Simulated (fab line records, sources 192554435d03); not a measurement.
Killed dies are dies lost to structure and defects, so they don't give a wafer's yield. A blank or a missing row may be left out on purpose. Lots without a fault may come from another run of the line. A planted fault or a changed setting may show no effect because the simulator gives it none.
fab line records | flow n5_finfet | part 1 of 2: steps 1 to 4 of 6
record lots=22 wafers=66 last_day=18
route steps=1938 shown MOL_CONTACT_COAG@526
lots that met no fault: from a run of the same line without faults
start_h: hours from the record's first day to the start of the lot's first wafer shown | wait_h: hours since the lot's step before | " the same as in the row above | L1.1+2: a row that stands for several wafers | - no value, or no start given | * or withheld: withheld | < > ~ a bound
route shown NAME@n: a module of which the file shows steps, and the number in the route of the first | usual: mean/standard deviation of fault-free wafers | same: alike in all rows | chamber/n: place in a boat | sites: the reading at each site | _std_site: their standard deviation | _edge_site: outer sites' mean less inner sites' | radius_mm: how far each site lies from the wafer's centre | mask NAME#n: copy n | behind: the tool/chamber that last shaped the wafer | hold: why the lot was held/for how many hours/how that ended | device: the transistor (n, p or np) that didn't switch | end of line: the same wafers' tests at the end of the route | a step without rows: its recipe alone | killed: dies lost to structure and defects at the first sort, not the wafer's yield | map: a wafer's dies, x killed, . not, _ none there
set.NAME: the setting as run; set.NAME@STEP: as run at that earlier step | model.NAME: the simulator's own value behind a step, which no gauge read
steps of the route over a sample of lots; a table a step, a row a wafer
services: from which hour (start_h, from the record's first day; less than 0 if before it) a tool's chamber was out of use, for how many hours, and why
## steps
# step N5_MOL_CONTACT_COAG_CD_MEAS_08
# recipe target_cd_nm=28 landing_energy_ev=500 detector=se_inlens polarity=opening
# usual cd_nm=27.97/0.26
# columns lot.wafer tool chamber start_h wait_h cd_nm
L075.2 cd_sem-03 0 97.90 - 27.97
L075.5 " 0 " " 28.00
L075.6 " 0 " " 28.03
L076.1 cd_sem-01 0 111.54 - 28.37
L076.4 " 0 " " 27.89
L076.6 " 0 " " 28.24
L077.3 cd_sem-02 0 118.65 - 27.80
L077.5 " 0 " " 27.49
L077.6 " 0 " " 28.07
L078.1 cd_sem-02 0 119.81 - 27.89
L078.2 " 0 " " 27.80
L078.5 " 0 " " 28.13
L079.3 cd_sem-01 0 122.98 - 27.65
L079.4 " 0 " " 28.12
L079.6 " 0 " " 28.18
L080.3 cd_sem-01 0 128.85 - 27.42
L080.4 " 0 " " 27.61
L080.5 " 0 " " 28.11
L082.2 cd_sem-03 0 138.28 - 27.46
L082.3 " 0 " " 27.89
L082.6 " 0 " " 28.20
L083.2 cd_sem-02 0 145.99 - 28.25
L083.5 " 0 " " 27.99
L083.6 " 0 " " 27.77
L084.1 cd_sem-01 0 151.03 - 27.78
L084.3 " 0 " " 28.52
L084.4 " 0 " " 28.08
L085.1 cd_sem-01 0 156.27 - 27.63
L085.4 " 0 " " 28.06
L085.6 " 0 " " 27.95
L086.1 cd_sem-02 0 169.92 - 28.19
L086.3 " 0 " " 27.45
L086.5 " 0 " " 27.98
L087.1 cd_sem-02 0 171.37 - 28.03
L087.4 " 0 " " 28.15
L087.5 " 0 " " 27.65
L088.1 cd_sem-01 0 179.60 - 27.65
L088.3 " 0 " " 27.88
L088.4 " 0 " " 27.75
L089.1 cd_sem-02 0 181.95 - 27.41
L089.4 " 0 " " 27.89
L089.5 " 0 " " 27.96
L090.1 cd_sem-03 0 190.84 - 27.92
L090.2 " 0 " " 28.00
L090.5 " 0 " " 27.89
L091.2 cd_sem-03 0 195.92 - 28.26
L091.3 " 0 " " 28.26
L091.6 " 0 " " 28.03
L092.2 cd_sem-01 0 197.93 - 28.18
L092.3 " 0 " " 27.91
L092.4 " 0 " " 28.41
L093.1 cd_sem-03 0 206.61 - 27.89
L093.3 " 0 " " 27.61
L093.6 " 0 " " 27.63
L094.2 cd_sem-02 0 208.12 - 28.46
L094.3 " 0 " " 28.05
L094.5 " 0 " " 27.85
L095.1 cd_sem-03 0 214.76 - 28.12
L095.3 " 0 " " 28.37
L095.4 " 0 " " 27.60
L097.1 cd_sem-02 0 223.65 - 28.45
L097.3 " 0 " " 28.30
L097.5 " 0 " " 27.79
L096.1 cd_sem-02 0 225.84 - 28.05
L096.3 " 0 " " 28.22
L096.5 " 0 " " 28.04
# step N5_MOL_CONTACT_COAG_OVL_MEAS_09
# recipe points_per_wafer=522
# usual CA_OVL=-0.2/0.7
# columns lot.wafer tool chamber start_h wait_h CA_OVL[nm]
L075.2 overlay-02 0 97.94 0.0 0.4
L075.5 " 0 " " -0.1
L075.6 " 0 " " 0.4
L076.1 overlay-01 0 111.57 0.0 0.0
L076.4 " 0 " " 0.4
L076.6 " 0 " " 0.4
L077.3 overlay-02 0 118.69 0.0 -0.4
L077.5 " 0 " " -0.7
L077.6 " 0 " " 0.4
L078.1 overlay-01 0 119.84 0.0 -0.7
L078.2 " 0 " " 0.3
L078.5 " 0 " " 0.0
L079.3 overlay-02 0 123.02 0.0 -0.3
L079.4 " 0 " " -0.2
L079.6 " 0 " " -0.1
L080.3 overlay-02 0 128.89 0.0 -0.8
L080.4 " 0 " " -0.3
L080.5 " 0 " " -0.7
L082.2 overlay-02 0 138.32 0.0 -0.4
L082.3 " 0 " " -0.4
L082.6 " 0 " " -0.4
L083.2 overlay-02 0 146.02 0.0 -0.4
L083.5 " 0 " " -1.4
L083.6 " 0 " " -0.5
L084.1 overlay-02 0 151.06 0.0 0.0
L084.3 " 0 " " 0.1
L084.4 " 0 " " 0.7
L085.1 overlay-01 0 156.30 0.0 -0.2
L085.4 " 0 " " 0.1
L085.6 " 0 " " -0.8
L086.1 overlay-02 0 169.95 0.0 0.1
L086.3 " 0 " " 0.5
L086.5 " 0 " " 0.4
L087.1 overlay-01 0 171.40 0.0 -1.1
L087.4 " 0 " " -0.3
L087.5 " 0 " " -1.0
L088.1 overlay-01 0 179.63 0.0 -0.4
L088.3 " 0 " " -0.1
L088.4 " 0 " " -1.0
L089.1 overlay-01 0 181.98 0.0 0.3
L089.4 " 0 " " 0.3
L089.5 " 0 " " 0.6
L090.1 overlay-02 0 190.87 0.0 -0.9
L090.2 " 0 " " -0.7
L090.5 " 0 " " -0.2
L091.2 overlay-01 0 195.95 0.0 -0.5
L091.3 " 0 " " -0.6
L091.6 " 0 " " -0.2
L092.2 overlay-01 0 197.97 0.0 0.4
L092.3 " 0 " " -0.2
L092.4 " 0 " " 1.1
L093.1 overlay-01 0 206.64 0.0 0.1
L093.3 " 0 " " -0.4
L093.6 " 0 " " -1.8
L094.2 overlay-02 0 208.15 0.0 -0.2
L094.3 " 0 " " -1.2
L094.5 " 0 " " -0.7
L095.1 overlay-02 0 214.79 0.0 -0.3
L095.3 " 0 " " -1.9
L095.4 " 0 " " -0.9
L097.1 overlay-01 0 223.68 0.0 -1.2
L097.3 " 0 " " -0.8
L097.5 " 0 " " -2.1
L096.1 overlay-02 0 225.87 0.0 1.1
L096.3 " 0 " " 1.3
L096.5 " 0 " " 0.2
# step N5_MOL_CONTACT_COAG_DESCUM_13
# recipe chemistry=O2 time_s=7 source_power_w=50 bias_power_w=20 pressure_mtorr=20 rf_frequency_hz=2.712e+07 temp_c=40 resist=CAR-EUV o2_flow_sccm=225
# usual bias_power_w=20.00/0.056 chamber_pressure_mTorr=20.001/0.019 drypump_motor_current_A=5.7/0.45 oes_product_au=0.78/0.088 rf_vpp_V=243.1/1.3 showerhead_plenum_p_Torr=2.09/0.071 throttle_valve_pct=20.39/0.2
# columns lot.wafer tool chamber start_h wait_h bias_power_w chamber_pressure_mTorr drypump_motor_current_A oes_product_au rf_hours_counter_h rf_vpp_V showerhead_plenum_p_Torr throttle_valve_pct
L075.2 rie_diel-04 2 98.08 0.1 20.01 20.030 5.6 0.73 196 241.7 1.98 20.51
L075.5 " 0 " " 20.06 20.012 6.7 0.70 - 242.8 1.98 20.76
L075.6 " 3 " " 19.97 19.987 6.4 0.97 - 242.8 2.15 20.43
L076.1 rie_diel-03 0 111.86 0.2 19.98 19.999 5.6 0.75 166 243.2 2.07 20.19
L076.4 " 1 " " 19.96 20.002 5.3 0.88 44 243.0 2.13 20.17
L076.6 " 2 " " 19.97 20.015 5.4 0.83 - 242.4 2.11 20.16
L077.3 rie_diel-02 2 119.12 0.4 20.03 19.991 5.3 0.72 210 246.4 2.17 20.80
L077.5 " 3 " " 20.13 20.014 5.6 0.76 - 243.2 2.09 20.36
L077.6 " 0 " " 19.99 19.994 5.3 0.73 - 242.2 2.01 20.40
L078.1 rie_diel-03 2 119.94 0.0 20.04 20.011 5.4 0.82 75 243.2 2.11 20.15
L078.2 " 3 " " 19.98 19.988 5.7 0.70 236 240.8 1.98 20.63
L078.5 " 1 " " 20.02 19.987 5.3 0.87 - 243.9 2.13 20.18
L079.3 rie_diel-02 0 123.45 0.4 20.06 19.998 5.3 0.74 186 239.9 2.01 20.39
L079.4 " 3 " " 19.91 19.973 5.6 0.76 156 243.0 2.09 20.37
L079.6 " 3 " " 19.93 20.015 5.6 0.75 - 243.6 2.09 20.37
L080.3 rie_diel-04 0 129.08 0.1 19.97 20.006 6.7 0.68 236 242.4 1.98 20.79
L080.4 " 3 " " 19.98 19.985 6.4 0.94 16 244.2 2.14 20.42
L080.5 " 2 " " 19.97 20.002 5.6 0.72 - 241.6 1.98 20.55
L082.2 rie_diel-03 1 138.65 0.3 20.04 20.008 5.3 0.87 55 242.5 2.13 20.17
L082.3 " 0 " " 20.11 20.010 5.6 0.75 176 244.2 2.07 20.23
L082.6 " 0 " " 20.00 20.007 5.6 0.74 - 242.5 2.07 20.22
L083.2 rie_diel-03 0 146.43 0.2 20.02 20.007 5.6 0.74 179 244.0 2.07 20.22
L083.5 " 2 " " 19.92 20.036 5.4 0.81 - 242.4 2.11 20.17
L083.6 " 1 " " 20.03 19.997 5.3 0.86 - 244.4 2.13 20.19
L084.1 rie_diel-03 2 151.25 0.1 20.00 19.990 5.4 0.82 88 243.8 2.11 20.19
L084.3 " 3 " " 20.01 19.986 5.7 0.70 248 241.4 1.97 20.65
L084.4 " 1 " " 19.97 20.035 5.3 0.85 61 244.0 2.13 20.15
L085.1 rie_diel-04 2 156.39 0.0 19.96 19.958 5.6 0.71 217 241.6 1.97 20.55
L085.4 " 1 " " 19.96 19.993 6.3 0.67 243 243.2 2.07 20.39
L085.6 " 1 " " 20.04 20.019 6.3 0.67 - 243.6 2.07 20.38
L086.1 rie_diel-04 3 170.17 0.2 19.93 20.001 6.4 0.90 33 243.4 2.14 20.46
L086.3 " 1 " " 20.00 19.993 6.3 0.67 251 241.2 2.07 20.40
L086.5 " 2 " " 19.96 20.014 5.6 0.71 - 241.7 1.97 20.54
L087.1 rie_diel-04 1 171.49 0.0 19.93 19.974 6.3 0.67 251 243.1 2.07 20.39
L087.4 " 2 " " 20.05 20.005 5.6 0.70 - 242.2 1.97 20.54
L087.5 " 3 " " 20.05 20.034 6.4 0.89 - 243.4 2.14 20.45
L088.1 rie_diel-03 0 179.72 0.0 20.07 20.029 5.6 0.72 193 243.1 2.07 20.24
L088.3 " 1 " " 20.07 20.011 5.3 0.84 74 244.0 2.12 20.21
L088.4 " 3 " " 20.01 19.972 5.7 0.97 2 245.6 2.24 20.26
L089.1 rie_diel-03 3 182.07 0.0 20.03 19.963 5.7 0.97 3 246.9 2.23 20.27
L089.4 " 1 " " 19.95 20.010 5.2 0.83 75 243.5 2.12 20.20
L089.5 " 1 " " 19.98 20.028 5.3 0.84 - 244.1 2.12 20.18
L090.1 rie_diel-02 2 191.56 0.6 19.91 19.986 5.2 0.70 233 244.1 2.16 20.81
L090.2 " 3 " " 20.04 20.003 5.6 0.74 176 243.2 2.08 20.40
L090.5 " 2 " " 19.84 19.972 5.2 0.70 - 243.1 2.17 20.82
L091.2 rie_diel-03 2 196.04 0.0 19.88 20.001 5.5 0.79 108 243.7 2.10 20.23
L091.3 " 0 " " 20.04 20.009 5.6 0.72 200 243.6 2.06 20.24
L091.6 " 2 " " 19.89 19.983 5.4 0.80 - 243.7 2.10 20.23
L092.2 rie_diel-02 3 198.08 0.1 19.92 19.994 5.6 0.73 179 244.2 2.08 20.38
L092.3 " 1 " " 20.04 19.987 6.3 0.71 221 244.3 2.14 20.30
L092.4 " 2 " " 20.10 20.005 5.2 0.70 236 242.9 2.16 20.83
L093.1 rie_diel-03 2 206.73 0.0 19.96 19.997 5.4 0.79 111 244.4 2.10 20.23
L093.3 " 0 " " 20.02 19.996 5.7 0.71 203 242.6 2.06 20.23
L093.6 " 0 " " 19.97 19.973 5.6 0.72 - 243.7 2.06 20.24
L094.2 rie_diel-04 2 208.24 0.0 20.03 20.007 5.6 0.70 240 243.0 1.97 20.59
L094.3 " 3 " " 20.01 20.027 6.4 0.87 48 244.5 2.13 20.48
L094.5 " 0 " " 20.00 19.989 6.7 0.91 - 245.1 2.24 20.45
L095.1 rie_diel-02 0 214.98 0.1 19.95 20.001 5.3 0.71 215 241.2 2.00 20.45
L095.3 " 3 " " 19.98 20.005 5.6 0.72 186 243.4 2.08 20.41
L095.4 " 2 " " 20.06 19.963 5.2 0.69 241 243.0 2.16 20.85
L097.1 rie_diel-03 2 223.78 0.0 20.01 20.013 5.4 0.78 117 242.7 2.10 20.23
L097.3 " 0 " " 19.89 20.014 5.6 0.71 208 242.5 2.06 20.24
L097.5 " 2 " " 20.01 20.037 5.4 0.78 - 245.6 2.10 20.23
L096.1 rie_diel-04 2 226.20 0.3 19.99 20.004 5.6 0.70 246 241.5 1.96 20.58
L096.3 " 1 " " 20.05 19.983 6.3 0.95 9 242.5 2.06 20.15
L096.5 " 3 " " 19.98 19.999 6.4 0.86 - 243.3 2.13 20.49
# step N5_MOL_CONTACT_COAG_ETCH_89
# recipe chemistry=N2/H2 target=underlayer target_depth_a=130 mask_material=CAR-EUV time_s=10.4 ion_energy_ev=200 pressure_mtorr=30 source_w=840 bias_w=150 n2_flow_sccm=200 h2_flow_sccm=200 ends=cleared
# usual chamber_pressure_mTorr=30.00/0.033 drypump_motor_current_A=5.6/0.36 etch_rf_on_time_s=10.38/0.26 oes_product_au=0.65/0.06 rf_vpp_V=524.3/2.4 showerhead_plenum_p_Torr=2.56/0.087 throttle_valve_pct=17.84/0.27
# columns lot.wafer tool chamber start_h wait_h chamber_pressure_mTorr drypump_motor_current_A etch_rf_on_time_s oes_product_au rf_hours_counter_h rf_vpp_V showerhead_plenum_p_Torr throttle_valve_pct
L075.2 rie_diel-02 2 107.80 0.0 30.04 5.2 10.63 0.60 205 526.0 2.65 18.35
L075.5 " 3 " " 29.99 5.6 9.81 0.66 - 524.9 2.54 17.82
L075.6 " 0 " " 30.01 5.3 10.56 0.62 - 520.3 2.41 17.55
L076.1 rie_diel-03 0 122.56 0.0 29.97 5.6 10.11 0.65 170 523.3 2.55 17.94
L076.4 " 2 " " 30.00 5.4 10.31 0.71 77 522.7 2.56 17.52
L076.6 " 1 " " 29.96 5.3 10.52 0.73 - 523.3 2.59 17.53
L077.3 rie_diel-04 1 133.37 0.0 30.01 6.3 10.20 0.59 235 522.9 2.51 17.75
L077.5 " 1 " " 29.94 6.3 10.29 0.59 - 524.2 2.50 17.74
L077.6 " 0 " " 29.95 6.7 10.52 0.58 - 519.9 2.42 18.26
L078.1 rie_diel-02 3 135.05 0.0 29.94 5.6 9.74 0.66 159 525.0 2.54 17.82
L078.2 " 0 " " 29.99 5.3 10.44 0.62 190 520.7 2.40 17.58
L078.5 " 3 " " 30.01 5.6 9.72 0.66 - 525.3 2.54 17.82
L079.3 rie_diel-02 0 136.61 0.0 29.93 5.3 10.61 0.61 190 520.1 2.40 17.57
L079.4 " 2 " " 30.04 5.2 10.58 0.60 216 526.4 2.64 18.35
L079.6 " 2 " " 30.01 5.2 10.50 0.61 - 526.6 2.64 18.34
L080.3 rie_diel-02 2 139.35 0.0 30.03 5.2 10.57 0.61 217 525.7 2.64 18.37
L080.4 " 1 " " 30.03 6.2 10.55 0.61 203 525.0 2.63 17.89
L080.5 " 0 " " 30.02 5.3 10.68 0.61 - 518.6 2.40 17.58
L082.2 rie_diel-03 0 149.86 0.0 29.98 5.6 9.89 0.65 181 523.7 2.54 17.95
L082.3 " 3 " " 29.97 5.7 10.47 0.60 247 518.4 2.39 18.03
L082.6 " 2 " " 29.99 5.4 9.98 0.70 - 523.9 2.55 17.55
L083.2 rie_diel-03 2 155.04 0.0 30.00 5.4 10.32 0.70 89 524.4 2.55 17.56
L083.5 " 3 " " 30.02 5.7 10.48 0.60 - 520.2 2.38 18.04
L083.6 " 2 " " 30.07 5.4 10.31 0.69 - 525.9 2.55 17.56
L084.1 rie_diel-02 0 161.00 0.0 29.98 5.3 10.35 0.61 198 520.0 2.40 17.59
L084.3 " 1 " " 29.98 6.3 10.41 0.61 210 525.8 2.63 17.91
L084.4 " 2 " " 30.04 5.2 10.38 0.60 224 526.0 2.64 18.37
L085.1 rie_diel-03 1 165.88 0.0 30.04 5.3 10.53 0.71 67 524.5 2.59 17.56
L085.4 " 2 " " 29.98 5.4 10.36 0.69 - 524.4 2.55 17.54
L085.6 " 1 " " 30.04 5.3 10.47 0.71 - 526.2 2.58 17.56
L086.1 rie_diel-02 1 184.33 0.0 30.00 6.3 10.64 0.61 215 525.4 2.63 17.92
L086.3 " 2 " " 30.05 5.3 10.66 0.59 230 527.1 2.64 18.40
L086.5 " 1 " " 30.02 6.2 10.65 0.60 - 527.0 2.63 17.91
L087.1 rie_diel-02 3 184.54 0.0 30.00 5.7 9.84 0.64 174 525.0 2.53 17.87
L087.4 " 1 " " 30.03 6.2 10.58 0.60 215 526.2 2.63 17.94
L087.5 " 1 " " 30.00 6.2 10.59 0.61 - 525.2 2.63 17.91
L088.1 rie_diel-03 2 191.94 0.0 30.01 5.4 10.29 0.68 105 523.5 2.54 17.57
L088.3 " 1 " " 30.05 5.3 10.52 0.70 78 524.0 2.58 17.58
L088.4 " 2 " " 30.00 5.4 10.25 0.69 - 526.2 2.54 17.58
L089.1 rie_diel-02 0 193.94 0.0 30.05 5.3 10.54 0.60 207 519.9 2.40 17.62
L089.4 " 2 " " 30.01 5.3 10.65 0.59 234 526.1 2.64 18.40
L089.5 " 2 " " 30.01 5.2 10.61 0.59 - 526.8 2.64 18.40
L090.1 rie_diel-02 0 202.60 0.0 30.06 5.3 10.51 0.60 211 519.1 2.40 17.61
L090.2 " 1 " " 30.00 6.2 10.65 0.59 222 526.0 2.63 17.92
L090.5 " 1 " " 29.97 6.2 10.68 0.59 - 525.1 2.63 17.94
L091.2 rie_diel-03 2 205.87 0.0 29.98 5.4 10.34 0.68 111 524.8 2.54 17.59
L091.3 " 0 " " 30.00 5.6 10.22 0.62 202 522.9 2.53 17.98
L091.6 " 3 " " 29.99 5.7 10.48 0.82 - 528.9 2.70 17.60
L092.2 rie_diel-03 3 208.81 0.0 30.01 5.7 10.39 0.83 7 527.8 2.70 17.61
L092.3 " 0 " " 29.97 5.6 10.14 0.62 203 522.2 2.53 17.99
L092.4 " 2 " " 30.03 5.4 10.40 0.67 111 525.6 2.54 17.58
L093.1 rie_diel-03 2 217.36 0.0 30.02 5.4 10.37 0.67 116 523.1 2.54 17.58
L093.3 " 1 " " 30.01 5.3 10.53 0.70 88 525.0 2.58 17.58
L093.6 " 1 " " 30.03 5.3 10.59 0.70 - 524.6 2.58 17.59
L094.2 rie_diel-03 3 218.33 0.0 30.03 5.7 10.41 0.81 11 528.4 2.70 17.62
L094.3 " 2 " " 30.04 5.4 10.45 0.67 116 524.0 2.54 17.59
L094.5 " 3 " " 30.07 5.6 10.49 0.81 - 528.5 2.70 17.61
L095.1 rie_diel-03 2 225.67 0.0 30.03 5.4 10.25 0.66 117 524.1 2.54 17.60
L095.3 " 3 " " 30.00 5.7 10.39 0.81 13 528.9 2.70 17.62
L095.4 " 1 " " 29.97 5.3 10.52 0.69 90 524.2 2.57 17.59
L097.1 rie_diel-02 2 236.87 0.0 30.00 5.2 10.65 0.59 248 526.1 2.63 18.43
L097.3 " 3 " " 30.03 5.6 9.91 0.63 192 524.7 2.52 17.90
L097.5 " 2 " " 30.02 5.2 10.60 0.59 - 525.3 2.63 18.40
L096.1 rie_diel-03 2 239.35 0.0 30.02 5.4 10.23 0.67 122 525.4 2.54 17.59
L096.3 " 1 " " 30.00 5.3 10.61 0.69 93 524.9 2.57 17.60
L096.5 " 3 " " 30.00 5.7 10.35 0.79 - 528.9 2.69 17.63
